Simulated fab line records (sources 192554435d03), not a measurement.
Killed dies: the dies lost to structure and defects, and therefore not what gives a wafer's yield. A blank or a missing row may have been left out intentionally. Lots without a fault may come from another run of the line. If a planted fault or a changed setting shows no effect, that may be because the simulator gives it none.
What tool caused it? + flow n5_finfet + 36 wafers from 12 lots sampled at 2 of the route's 1938 steps

## WHAT THE GAUGES SHOWED, per wafer
N5_BEOL_M11_OVL_MEAS_12.
| lot  | measured     | on         | M11_OVL (nm)   |
|------|--------------|------------|----------------|
| L074 | day 13 07:14 | overlay-01 | 0.0 0.7 0.3    |
| L077 | day 13 23:35 | overlay-01 | -0.3 1.0 -0.2  |
| L081 | day 14 14:57 | overlay-01 | 0.2 0.7 1.3    |
| L082 | day 15 02:43 | overlay-01 | 0.5 -0.8 0.0   |
| L078 | day 15 06:44 | overlay-01 | 0.2 0.3 0.5    |
| L086 | day 15 21:31 | overlay-01 | 0.2 0.2 -0.2   |
| L088 | day 16 16:14 | overlay-01 | -0.3 -0.5 -0.6 |
| L087 | day 17 02:19 | overlay-01 | 0.3 0.0 2.3    |
| L090 | day 17 21:36 | overlay-01 | 0.2 0.0 0.1    |
| L094 | day 18 05:53 | overlay-01 | 0.6 1.2 1.3    |
| L097 | day 18 21:49 | overlay-02 | 0.1 -0.1 1.4   |
| L095 | day 20 07:24 | overlay-02 | -0.6 0.5 0.2   |

## EACH LOT AND THE TOOL THAT RAN IT (in order: tool; ch and the chambers of the sampled wafers; start)
| lot  | N5_BEOL_M10_DEP_56              |
|------|---------------------------------|
| L074 | pecvd-04 ch 0,1, day 13 04:57   |
| L077 | pecvd-04 ch 0,1,2, day 13 20:13 |
| L081 | pecvd-01 ch 1,2, day 14 13:02   |
| L082 | pecvd-02 ch 0,1,2, day 15 00:31 |
| L078 | pecvd-02 ch 0,2, day 15 05:03   |
| L086 | pecvd-04 ch 0,1,2, day 15 19:22 |
| L088 | pecvd-01 ch 0,2, day 16 11:34   |
| L087 | pecvd-02 ch 0,1, day 16 21:38   |
| L090 | pecvd-04 ch 0,2, day 17 19:47   |
| L094 | pecvd-02 ch 0,1,2, day 18 03:31 |
| L097 | pecvd-01 ch 0,1, day 18 20:28   |
| L095 | pecvd-04 ch 1,2, day 20 05:17   |
- N5_BEOL_M10_DEP_56: deposits SiCN from 3MS/NH3, target thk 15 nm, time 26.5 s.

## THE ANSWER, worked out from the rows above alone
Rule: the usual values come from the lots themselves. The widest of any qualifying gaps counts: lots, ordered by their means at a reading, are off when they make up no more than a third of the lots, leave a main group of 4 or more, and stand apart from it by 3 or more times the standard deviation of that group's means. A main group is skipped when, at the precision printed for the reading in the tables above, its means are all equal. Also off: a lot with no number at a reading for which 4 or more lots have one. The other lots that the step has rows for count as sound.
No lot is off on any of the readings shown, so nothing can be concluded from this.

## WHAT WAS PUT IN BY THE SIMULATOR
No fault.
